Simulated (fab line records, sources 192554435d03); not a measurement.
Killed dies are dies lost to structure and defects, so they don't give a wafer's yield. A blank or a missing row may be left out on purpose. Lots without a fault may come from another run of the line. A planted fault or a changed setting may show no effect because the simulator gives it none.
Split-lot experiment | flow n5_finfet | 7 lots, 39 wafers read, on a route of 1938 steps

THE SPLIT
At N5_BEOL_M8_ILD_DEP_00 (deposits SiCOH lowk from DEMS/porogen, target thk 179.75 nm, time 33.4 s), the setting target_thk_a was moved away from the recipe's 1797.5 angstrom on 9 of the 39 wafers read, by -40.5% to -22.8%. The other wafers ran this setting at the recipe's value.

FROM THE SPLIT TO THE READING: what the file shows between them, 1 step
- N5_BEOL_M8_CURE_74: cures SiCOH lowk, time 240 s

THE READING
M8_ILD_THK, in nm, at N5_BEOL_M8_THK_MEAS_01. Fault-free wafers of this fab line usually give 154.9 nm, standard deviation 2 nm.

wafer  | tool, chamber at the split | target_thk_a as run, angstrom | against the recipe | M8_ILD_THK, nm | against lot-mates on the recipe
L082.1 | pecvd-04, 2                | 1797.5                        | recipe             | 152.0          | -
L082.2 | pecvd-04, 1                | 1797.5                        | recipe             | 151.6          | -
L082.3 | pecvd-04, 0                | 1797.5                        | recipe             | 152.0          | -
L082.4 | pecvd-04, 1,0              | 1797.5                        | recipe             | 155.1          | -
L082.5 | pecvd-04, 1,0              | 1797.5                        | recipe             | 154.9          | -
L082.6 | pecvd-04, 2                | 1797.5                        | recipe             | 158.9          | -
L086.1 | pecvd-01, 2                | 1188                          | -33.9%             | 102.8          | -54.1
L086.2 | pecvd-01, 0                | 1797.5                        | recipe             | 155.3          | -
L086.3 | pecvd-01, 1                | 1797.5                        | recipe             | 156.4          | -
L086.4 | pecvd-01, 0                | 1188                          | -33.9%             | 106.3          | -50.6
L086.5 | pecvd-01, 2                | 1797.5                        | recipe             | 159.0          | -
L086.6 | pecvd-01, 1                | 1188                          | -33.9%             | 103.7          | -53.2
L088.1 | pecvd-03, 2                | 1797.5                        | recipe             | 154.8          | -
L088.2 | pecvd-03, 0                | 1797.5                        | recipe             | 151.8          | -
L088.3 | pecvd-03, 1                | 1797.5                        | recipe             | 153.4          | -
L088.4 | pecvd-03, 0                | 1797.5                        | recipe             | 156.6          | -
L088.5 | pecvd-03, 2                | 1797.5                        | recipe             | 156.8          | -
L088.6 | pecvd-03, 1                | 1797.5                        | recipe             | 157.6          | -
L089.1 | pecvd-01, 1                | 1797.5                        | recipe             | 154.2          | -
L089.2 | pecvd-01, 2                | 1388                          | -22.8%             | 116.2          | -38.6
L089.3 | pecvd-01, 0                | 1388                          | -22.8%             | 118.6          | -36.2
L089.4 | pecvd-01, 2                | 1797.5                        | recipe             | 154.9          | -
L089.5 | pecvd-01, 0                | 1388                          | -22.8%             | 121.4          | -33.4
L089.6 | pecvd-01, 1                | 1797.5                        | recipe             | 155.3          | -
L092.1 | pecvd-04, 0                | 1797.5                        | recipe             | 153.5          | -
L092.2 | pecvd-04, 2                | 1070                          | -40.5%             | 92.3           | -62.3
L092.3 | pecvd-04, 1                | 1070                          | -40.5%             | 89.2           | -65.4
L092.4 | pecvd-04, 1                | 1797.5                        | recipe             | 154.7          | -
L092.5 | pecvd-04, 2                | 1070                          | -40.5%             | 94.3           | -60.3
L092.6 | pecvd-04, 0                | 1797.5                        | recipe             | 155.7          | -
L093.2 | pecvd-04, 1                | 1797.5                        | recipe             | 152.9          | -
L093.3 | pecvd-04, 2                | 1797.5                        | recipe             | 157.2          | -
L093.5 | pecvd-04, 1                | 1797.5                        | recipe             | 153.8          | -
L097.1 | pecvd-01, 2                | 1797.5                        | recipe             | 154.1          | -
L097.2 | pecvd-01, 1                | 1797.5                        | recipe             | 155.1          | -
L097.3 | pecvd-01, 0                | 1797.5                        | recipe             | 155.4          | -
L097.4 | pecvd-01, 0,2              | 1797.5                        | recipe             | 157.6          | -
L097.5 | pecvd-01, 0,2              | 1797.5                        | recipe             | 157.5          | -
L097.6 | pecvd-01, 1                | 1797.5                        | recipe             | 156.4          | -
Where a row lists several chambers, the file gives one row for several wafers and doesn't say which wafer went through which chamber.

THE FIT
A straight line over all 39 wafers: M8_ILD_THK changes by +1.55 nm for each +1% of target_thk_a; r = +1.00; the points scatter about the line by 2.1 nm.
The same after taking each lot's own level away (the mean of its wafers on the recipe; 39 wafers): +1.55 nm for each +1%; r = +1.00; scatter 1.9 nm.
On that fit, the largest move of target_thk_a shifts the reading by 63 nm.
The lots' own levels span 154.08 to 156.90 nm, that is 1.4 times the standard deviation above.
So the lot-to-lot level changes the slope little: the two slopes agree.
Check: with one of the wafers moved furthest among these (-40.5%) left out of the fit, the line predicts -63.1 nm for it against its lot-mates. It came out at -62.3 nm against them.

OTHER SPLITS ON THESE WAFERS
These wafers also went through other splits before the reading. Each is held against what the fit with the lots' levels taken away leaves over:
other split on the same wafers   | wafers away from the commonest value | r with M8_ILD_THK (lot level and that fit taken away)
N5_BEOL_M2_TRENCH_ETCH_37 time_s | 9                                    | +0.02

THE WHOLE CHAIN: every reading that the file lists as answering this split, in the file's order
step                   | what it does                                                             | reading                                                                                  | change (the file's fit)              | r (the file's)
N5_BEOL_M8_ILD_DEP_00  | deposits SiCOH lowk from DEMS/porogen, target thk 179.75 nm, time 33.4 s | SiCOH_lowk_of_BEOL_M8_ILD_DEP_00.thk_nm (the simulator's own value, which no gauge read) | +1.79 nm for each +1% of the setting | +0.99
N5_BEOL_M8_CURE_74     | cures SiCOH lowk, time 240 s                                             | SiCOH_lowk_of_BEOL_M8_ILD_DEP_00.thk_nm (the simulator's own value, which no gauge read) | +1.56 nm for each +1% of the setting | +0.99
N5_BEOL_M8_THK_MEAS_01 |                                                                          | M8_ILD_THK                                                                               | +1.56 for each +1% of the setting    | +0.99

THE FILE'S OWN FIT
M8_ILD_THK changes by +1.56 nm for each +1% of target_thk_a, r = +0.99.
